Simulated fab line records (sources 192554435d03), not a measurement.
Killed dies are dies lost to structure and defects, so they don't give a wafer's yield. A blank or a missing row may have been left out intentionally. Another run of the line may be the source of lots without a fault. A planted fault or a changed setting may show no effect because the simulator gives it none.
Matching of chambers	flow n5Finfet	N5_BEOL_M4_DESCUM_16 on rieDiel-05: 3 sister chambers
The step chemistry O2, time 7 s. 14 wafers are shown with their chamber, then 6 later ones without.

== WAFERS WITH THEIR CHAMBER ==
wafer	chamber	drypumpMotorCurrentA (A)	throttleValvePct (%)	rfFwdPowerW (W)
L077.1	1	6.0	20.21	49.01
L077.4	0	5.7	20.87	49.15
L077.6	1	6.0	20.23	49.02
L078.1	1	6.1	20.23	49.17
L078.5	1	6.0	20.22	49.21
L078.6	2	5.1	20.26	49.40
L084.2	1	6.0	20.25	49.25
L084.3	1	6.0	20.26	49.26
L084.4	1	6.1	20.25	49.17
L086.2	1	6.1	20.26	48.84
L086.3	2	5.1	20.29	49.37
L086.5	1	6.0	20.23	48.93
L087.1	0	5.7	20.41	49.28
L087.4	1	6.1	20.26	49.07

SIGNATURES (means of the wafers above)
reading	chamber 0	chamber 1	chamber 2	scatter within a chamber
drypumpMotorCurrentA	5.700	6.040	5.100	0.0467
throttleValvePct	20.6400	20.2400	20.2750	0.0997
rfFwdPowerW	49.2150	49.0930	49.3850	0.132
Rule: for a wafer and a chamber, the distance is found by dividing, reading by reading, the gap between the wafer's reading and the chamber's mean by the reading's scatter, squaring, summing and taking the root. The wafer belongs to the nearest chamber; if the next one is less than 2 further off, it can't be placed. How the scatter is found: for the shown wafers, subtract from each reading the mean of its chamber, square and add these, divide the total by (wafers less chambers), then take the root.

== WAFERS MISSING THEIR CHAMBER ==
wafer	drypumpMotorCurrentA (A)	throttleValvePct (%)	rfFwdPowerW (W)
L087.5	5.1	20.29	49.39
L085.1	6.1	20.25	48.92
L085.5	6.0	20.27	49.01
L096.1	6.1	20.29	49.14
L096.4	6.1	20.31	49.12
L096.5	5.7	20.44	49.28

== EACH ONE'S CHAMBER ==
wafer	from the rows above	in truth
L087.5	2	2
L085.1	1	1
L085.5	1	1
L096.1	1	1
L096.4	1	1
L096.5	0	0
6 of 6 placed correctly. From these rows, 0 cannot be placed. Number placed wrongly: 0.
